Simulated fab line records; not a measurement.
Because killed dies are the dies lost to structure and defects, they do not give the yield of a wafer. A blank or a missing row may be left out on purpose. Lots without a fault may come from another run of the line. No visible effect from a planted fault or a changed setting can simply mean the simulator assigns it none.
fab line records	flow n5-finfet
record: lots: 7	wafers: 21
route steps=1938 shown BEOL_M13@1673 BEOL_M14@1751 MIM_TOP@1838 MIM_BOT_ETCH@1866 PASSIVATION@1929
start-h: hours from the record's first day to the start of the lot's first wafer shown	wait-h: hours since the lot's step before	" repeats the value in the row above	L1.1+2: a row that stands for several wafers	- value missing, or start not given	* or withheld: withheld	< > ~ a bound
route shown NAME@n: NAME is a module with steps in the file, n the number in the route of the first one	usual: average and standard deviation across the fault-free wafers	same: alike in all rows	chamber/n: place in a boat	sites: readings site by site	_std_site: standard deviation of those values	_edge_site: outer sites' mean less inner sites'	radius-mm: for every site, how far away it sits from the centre of the wafer	mask NAME#n: copy n	behind: tool/chamber where the wafer was last shaped	hold: the reason the lot was held/the length of the hold in hours/how it ended	device: the n, p or np transistor that did not switch	end of line: tests of these same wafers at the route's end	a step without rows: its recipe alone	killed: count of dies lost to structure and defects at first sort (not the wafer's yield)	map: per-die view of a wafer (x killed, . not killed, _ where there is no die)
set.NAME: the setting that was run; set.NAME@STEP: the one run at that earlier step	model.NAME: the simulator's own value behind a step, which no gauge read
lots whose settings were changed on purpose; a table a step, a row a wafer
== steps ==
step: N5_BEOL_M13_ETCH_59
recipe: chemistry: N2/H2	target: BARC	target-depth-a: 890	overetch-a: 267	time-s: 67.9	ion-energy-ev: 200	pressure-mtorr: 30	source-w: 840	bias-w: 150	n2-flow-sccm: 200	h2-flow-sccm: 200
lot.wafer	tool	chamber	start-h	wait-h	set.time-s	set.spin-rpm@BEOL_M13_COAT_04	model.coat_of_BEOL_M13_COAT_04.thk-nm
L075.3	rie-diel-01	1	255.28	0.0	67.9	1787	298.4
L075.4	"	3	"	"	67.9	1625	319.2
L075.6	"	2	"	"	67.9	1787	297.8
L078.3	rie-diel-03	1	258.71	0.0	67.9	1625	319.8
L078.4	"	0	"	"	67.9	1625	319.6
L078.6	"	3	"	"	67.9	1545	327.8
L079.3	rie-diel-03	2	264.39	0.0	67.9	1625	319.8
L079.4	"	1	"	"	59.98	1625	328
L079.6	"	1	"	"	67.9	1456	344
L080.1	rie-diel-01	0	273.10	0.0	53.67	1762	316.4
L080.2	"	3	"	"	67.9	1625	318
L080.4	"	0	"	"	67.9	1762	303.8
L086.2	rie-diel-03	3	322.85	0.0	67.9	1625	316.8
L086.3	"	1	"	"	67.9	1625	319.6
L086.5	"	3	"	"	67.9	1625	318.2
L090.1	rie-diel-06	0	325.15	0.0	60.77	1625	325.8
L090.4	"	1	"	"	67.9	1625	317.6
L090.6	"	3	"	"	60.77	1455	349.6
L093.1	rie-diel-06	3	360.58	0.0	67.9	1793	299.4
L093.2	"	1	"	"	76.46	1625	308.8
L093.6	"	0	"	"	67.9	1625	317.4
step: N5_BEOL_M13_VIA_ETCH_16
recipe: chemistry: C4F8/O2/Ar	target: SiOC	pressure-mtorr: 30	source-w: 3000	bias-w: 700	Ar_flow_sccm: 400	C4F8_flow_sccm: 15	O2_flow_sccm: 8	he-inner-torr: 15	he-outer-torr: 30	target-depth-a: 9217	time-s: withheld	ion-energy-ev: 250	ends: cleared
lot.wafer	tool	chamber	start-h	wait-h	set.spin-rpm@BEOL_M13_COAT_04	model.coat_of_BEOL_M13_COAT_04.thk-nm
L075.3	rie-diel-01	1	255.33	0.0	1787	57.6
L075.4	"	3	"	"	1625	74.8
L075.6	"	2	"	"	1787	49.2
L078.3	rie-diel-03	1	258.76	0.0	1625	71.8
L078.4	"	0	"	"	1625	70
L078.6	"	3	"	"	1545	76.8
L079.3	rie-diel-03	2	264.44	0.0	1625	77.2
L079.4	"	1	"	"	1625	80.2
L079.6	"	1	"	"	1456	98.4
L080.1	rie-diel-01	0	273.15	0.0	1762	70.4
L080.2	"	3	"	"	1625	71.2
L080.4	"	0	"	"	1762	55.6
L086.2	rie-diel-03	3	322.90	0.0	1625	74.8
L086.3	"	1	"	"	1625	72.2
L086.5	"	3	"	"	1625	71
L090.1	rie-diel-06	0	325.20	0.0	1625	80.4
L090.4	"	1	"	"	1625	69.6
L090.6	"	3	"	"	1455	97.2
L093.1	rie-diel-06	3	360.63	0.0	1793	53
L093.2	"	1	"	"	1625	61
L093.6	"	0	"	"	1625	65
step: N5_BEOL_M13_STRIP_63
recipe: chemistry: N2/H2	power-w: 1000	temp-c: 250	h2-frac: 0.65	overash-fraction: 0.3	pressure-mtorr: 1000	n2-flow-sccm: 1750	h2-flow-sccm: 3250
usual: strip-time-to-endpoint-s: 27.7/1.1
lot.wafer	tool	chamber	start-h	wait-h	set.spin-rpm@BEOL_M13_COAT_04	strip-time-to-endpoint-s
L075.3	plasma-asher-02	0	255.59	-	1787	23.9
L075.4	"	1	"	"	1625	29.1
L075.6	"	0	"	"	1787	21.4
L078.3	plasma-asher-01	1	259.02	-	1625	28.2
L078.4	"	0	"	"	1625	27.6
L078.6	"	0	"	"	1545	29.6
L079.3	plasma-asher-02	0	264.70	-	1625	29.8
L079.4	"	1	"	"	1625	30.6
L079.6	"	0	"	"	1456	35.8
L080.1	plasma-asher-02	1	273.38	-	1762	27.8
L080.2	"	0	"	"	1625	28.0
L080.4	"	0	"	"	1762	23.3
L086.2	plasma-asher-02	1	323.14	-	1625	29.1
L086.3	"	0	"	"	1625	28.3
L086.5	"	0	"	"	1625	28.0
L090.1	plasma-asher-01	0	325.44	-	1625	30.7
L090.4	"	1	"	"	1625	27.5
L090.6	"	0	"	"	1455	35.4
L093.1	plasma-asher-01	1	360.87	-	1793	22.5
L093.2	"	0	"	"	1625	25.0
L093.6	"	1	"	"	1625	26.2
step: N5_BEOL_M14_ETCH_68
recipe: chemistry: N2/H2	target: SOC	mask-material: SiARC	source-w: 3000	bias-w: 350	temp-c: 40	time-s: 450	ion-energy-ev: 200	pressure-mtorr: 30	n2-flow-sccm: 200	h2-flow-sccm: 200
lot.wafer	tool	chamber	start-h	wait-h	set.time-s	model.SiARC_of_BEOL_M14_COAT_66.thk-nm
L075.3	rie-diel-04	2	265.36	0.1	450	66
L075.4	"	2	"	"	534.6	57.8
L075.6	"	0	"	"	450	67.2
L078.3	rie-diel-02	1	270.70	0.1	500.5	60.8
L078.4	"	0	"	"	500.5	62
L078.6	"	2	"	"	450	66.6
L079.3	rie-diel-04	1	270.82	0.1	450	65.8
L079.4+6	"	2,1	"	"	450	66
L080.1	rie-diel-04	3	279.16	0.1	450	66.2
L080.2	"	0	"	"	416.1	69.6
L080.4	"	2	"	"	450	65.2
L086.2	rie-diel-04	1	329.31	0.1	450	65
L086.3	"	3	"	"	450	66
L086.5	"	1	"	"	450	64.4
L090.1	rie-diel-05	1	331.37	0.1	537.5	57.4
L090.4	"	2	"	"	537.5	56
L090.6	"	1	"	"	537.5	56.8
L093.1	rie-diel-02	1	367.05	0.1	392.8	70.8
L093.2	"	3	"	"	450	65
L093.6	"	3	"	"	450	65.8
step: N5_BEOL_M14_SPUTTER_43
recipe: material: TaN	target-thk-a: 150	temp-c: 50	bias-v: 168.6	power-w: 15000	chamber-pressure-pa: 0.12	time-s: 24.19
lot.wafer	tool	chamber	start-h	wait-h	set.time-s	model.TaN_of_BEOL_M14_SPUTTER_43.thk-nm
L075.3	pvd-sputter-01	-	267.83	0.0	21.22	13.2
L075.4	"	-	"	"	24.19	15
L075.6	"	-	"	"	21.22	13
L078.3+6	pvd-sputter-02	-	271.88	0.0	24.19	15.2
L078.4	"	-	"	"	22.85	14.4
L079.3	pvd-sputter-02	-	272.32	0.0	24.19	15.2
L079.4+6	"	-	"	"	27.58	17.2
L080.1	pvd-sputter-02	-	282.44	0.0	22.74	14.4
L080.2	"	-	"	"	22.74	14
L080.4	"	-	"	"	24.19	15
L086.2+3+5	pvd-sputter-03	-	330.70	0.0	24.19	15
L090.1	pvd-sputter-02	-	332.36	0.0	24.19	15
L090.4	"	-	"	"	24.19	15.2
L090.6	"	-	"	"	26.35	16.4
L093.1+6	pvd-sputter-02	-	368.55	0.0	21.14	13.2
L093.2	"	-	"	"	21.14	13.4
step: N5_MIM_TOP_SPUTTER_03
recipe: material: TiN	target-thk-a: 350	temp-c: 200	power-w: 3000	chamber-pressure-pa: 0.49996	gas: Ar	reactive-partial-pa: 0.37997	time-s: 89.7
lot.wafer	tool	chamber	start-h	wait-h	set.time-s	model.TiN_of_MIM_TOP_SPUTTER_03.thk-nm
L075.3	pvd-sputter-01	-	278.12	0.0	89.7	34.6
L075.4	"	-	"	"	89.7	35.2
L075.6	"	-	"	"	99.27	38.6
L078.3	pvd-sputter-03	-	282.59	0.0	89.7	34.2
L078.4	"	-	"	"	89.7	34.8
L078.6	"	-	"	"	89.7	35
L079.3	pvd-sputter-03	-	282.91	0.0	89.7	35
L079.4	"	-	"	"	102.2	39.6
L079.6	"	-	"	"	102.2	39.8
L080.1	pvd-sputter-02	-	294.34	0.0	89.7	35.2
L080.2+4	"	-	"	"	102.5	40
L086.2+3+5	pvd-sputter-02	-	343.73	0.0	89.7	35.4
L090.1	pvd-sputter-03	-	345.39	0.0	89.7	34.6
L090.4+6	"	-	"	"	89.7	34.8
L093.1	pvd-sputter-02	-	379.90	0.0	89.7	35.8
L093.2	"	-	"	"	93.15	36.8
L093.6	"	-	"	"	89.7	35.6
step: N5_MIM_BOT_ETCH_ETCH_04
recipe: chemistry: CF4/O2	target: SiNx	target-depth-a: 260	time-s: 13	ion-energy-ev: 100	pressure-mtorr: 40	source-w: 535	bias-w: 49	Ar_flow_sccm: 100	cf4-flow-sccm: 100	O2_flow_sccm: 10
usual: rf-vpp-V: 241/3.5
lot.wafer	tool	chamber	start-h	wait-h	set.source-w	rf-vpp-V	model.etch.depth-nm
L075.3	rie-diel-04	1	279.62	0.0	628.1	220	29.58
L075.4	"	3	"	"	628.1	227	28.77
L075.6	"	1	"	"	535	239	25.35
L078.3	rie-diel-05	3	284.09	0.0	535	243	24.86
L078.4	"	1	"	"	574.3	236	26.83
L078.6	"	3	"	"	535	244	24.89
L079.3	rie-diel-02	0	284.38	0.0	559.9	237	26.44
L079.4	"	2	"	"	559.9	229	27.41
L079.6	"	1	"	"	559.9	231	26.92
L080.1	rie-diel-02	0	295.79	0.0	535	243	25.46
L080.2	"	1	"	"	448.3	259	22.1
L080.4	"	2	"	"	448.3	256	22.52
L086.2	rie-diel-04	3	345.03	0.0	535	246	25.06
L086.3	"	2	"	"	535	243	25.83
L086.5	"	2	"	"	535	243	25.69
L090.1	rie-diel-04	1	347.11	0.1	535	239	26.4
L090.4	"	2	"	"	535	244	25.6
L090.6	"	1	"	"	535	238	26.39
L093.1	rie-diel-02	2	381.31	0.0	448.4	258	23.37
L093.2	"	0	"	"	535	247	26.44
L093.6	"	0	"	"	448.4	271	22.46
step: N5_PASSIVATION_PASS_ETCH_47
recipe: chemistry: CF4/O2	target: SiNx	target-depth-a: 7700	time-s: 385	ion-energy-ev: 100	pressure-mtorr: 40	source-w: 535	bias-w: 49	Ar_flow_sccm: 100	cf4-flow-sccm: 100	O2_flow_sccm: 10
usual: rf-vpp-V: 242/3.4
lot.wafer	tool	chamber	start-h	wait-h	set.source-w	rf-vpp-V	model.etch.depth-nm
L075.3	rie-diel-05	1	285.18	0.0	535	243	738.6
L075.4	"	0	"	"	611.7	225	855.7
L075.6	"	1	"	"	611.7	228	831.4
L078.3	rie-diel-05	1	290.11	0.0	535	246	734.9
L078.4	"	0	"	"	535	239	759
L078.6	"	0	"	"	535	240	752.8
L079.3	rie-diel-04	3	291.62	0.0	535	246	740.8
L079.4	"	3	"	"	535	248	738.2
L079.6	"	2	"	"	535	244	757.2
L080.1	rie-diel-04	0	303.38	0.0	471.8	256	677.5
L080.2	"	3	"	"	535	246	749.5
L080.4	"	3	"	"	471.8	265	670.2
L086.2	rie-diel-02	1	357.10	0.0	535	235	768.9
L086.3	"	3	"	"	535	240	763.2
L086.5	"	3	"	"	535	239	767.7
L090.1	rie-diel-04	2	358.86	0.0	619.3	228	872.2
L090.4	"	1	"	"	619.3	222	874.9
L090.6	"	0	"	"	535	242	767.1
L093.1	rie-diel-02	1	385.94	0.0	535	236	772.8
L093.2	"	2	"	"	441.5	261	677
L093.6	"	3	"	"	535	241	759
step: N5_PASSIVATION_ETCH_54
recipe: chemistry: CHF3/O2	target: SiO2	target-depth-a: 8800	CHF3_flow_sccm: 50	O2_flow_sccm: 5	Ar_flow_sccm: 200	time-s: 440	mask-material: PR	pressure-mtorr: 30	source-w: 650	bias-w: 170	ion-energy-ev: 200
usual: rf-vpp-V: 525/6.8
lot.wafer	tool	chamber	start-h	wait-h	set.bias-w	rf-vpp-V	model.etch.depth-nm	model.PASSIVATION.feature-depth-nm
L075.3	rie-diel-05	1	285.41	0.1	170	531	868.3	868.4
L075.4	"	0	"	"	170	521	876.2	876.2
L075.6	"	1	"	"	170	531	869.8	869.8
L078.3	rie-diel-05	1	290.34	0.1	197.9	600	921.6	921.6
L078.4	"	0	"	"	170	521	891.4	891.4
L078.6	"	0	"	"	197.9	587	923.9	924
L079.3	rie-diel-04	3	291.85	0.1	170	535	867.3	867.4
L079.4	"	3	"	"	170	535	863.9	863.8
L079.6	"	2	"	"	170	531	869.1	869
L080.1	rie-diel-04	0	303.60	0.1	170	517	858.2	858.2
L080.2	"	3	"	"	170	536	860.6	860.6
L080.4	"	3	"	"	142.9	466	818.4	818.4
L086.2	rie-diel-02	1	357.33	0.1	170	514	878	878
L086.3	"	3	"	"	170	521	872.8	872.8
L086.5	"	3	"	"	170	521	875.8	875.8
L090.1	rie-diel-04	2	359.09	0.1	170	530	879.6	879.6
L090.4	"	1	"	"	156.4	485	879.6	879.6
L090.6	"	0	"	"	156.4	490	854.8	854.8
L093.1	rie-diel-02	1	386.16	0.1	170	514	878.6	878.6
L093.2	"	2	"	"	148.1	458	857.8	857.8
L093.6	"	3	"	"	148.1	465	833.4	833.4
== key ==
split: step: N5_BEOL_M13_ETCH_59	setting: time-s	stated: 67.9	by: wafer
response: step: N5_BEOL_M13_ETCH_59	reading: model.coat_of_BEOL_M13_COAT_04.thk-nm	slope: -0.716	per: 1%	together-with: spin-rpm@BEOL_M13_COAT_04	explained: 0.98
split: step: N5_BEOL_M14_ETCH_68	setting: time-s	stated: 450	by: wafer
response: step: N5_BEOL_M14_ETCH_68	reading: model.SiARC_of_BEOL_M14_COAT_66.thk-nm	change: -0.461	per: 1%	r: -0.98
split: step: N5_BEOL_M14_SPUTTER_43	setting: time-s	stated: 24.19	by: wafer
response: step: N5_BEOL_M14_SPUTTER_43	reading: model.TaN_of_BEOL_M14_SPUTTER_43.thk-nm	change: +0.146	per: 1%	r: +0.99
split: step: N5_MIM_TOP_SPUTTER_03	setting: time-s	stated: 89.7	by: wafer
response: step: N5_MIM_TOP_SPUTTER_03	reading: model.TiN_of_MIM_TOP_SPUTTER_03.thk-nm	change: +0.338	per: 1%	r: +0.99
split: step: N5_MIM_BOT_ETCH_ETCH_04	setting: source-w	stated: 535	by: wafer
response: step: N5_MIM_BOT_ETCH_ETCH_04	reading: rf-vpp-V	change: -0.94	per: 1%	r: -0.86
response: step: N5_MIM_BOT_ETCH_ETCH_04	reading: model.etch.depth-nm	change: +0.214	per: 1%	r: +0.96
split: step: N5_PASSIVATION_PASS_ETCH_47	setting: source-w	stated: 535	by: wafer
response: step: N5_PASSIVATION_PASS_ETCH_47	reading: rf-vpp-V	change: -1.18	per: 1%	r: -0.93
response: step: N5_PASSIVATION_PASS_ETCH_47	reading: model.etch.depth-nm	change: +6.26	per: 1%	r: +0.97
split: step: N5_PASSIVATION_ETCH_54	setting: bias-w	stated: 170	by: wafer
response: step: N5_PASSIVATION_ETCH_54	reading: rf-vpp-V	change: +4.24	per: 1%	r: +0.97
response: step: N5_PASSIVATION_ETCH_54	reading: model.etch.depth-nm	change: +2.25	per: 1%	r: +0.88
response: step: N5_PASSIVATION_ETCH_54	reading: model.PASSIVATION.feature-depth-nm	change: +2.25	per: 1%	r: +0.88
split outside-this-file step=N5_BEOL_M13_COAT_04 setting=spin-rpm
split outside-this-file: this setting was split too, and the file shows its column; the key of that split is in another file
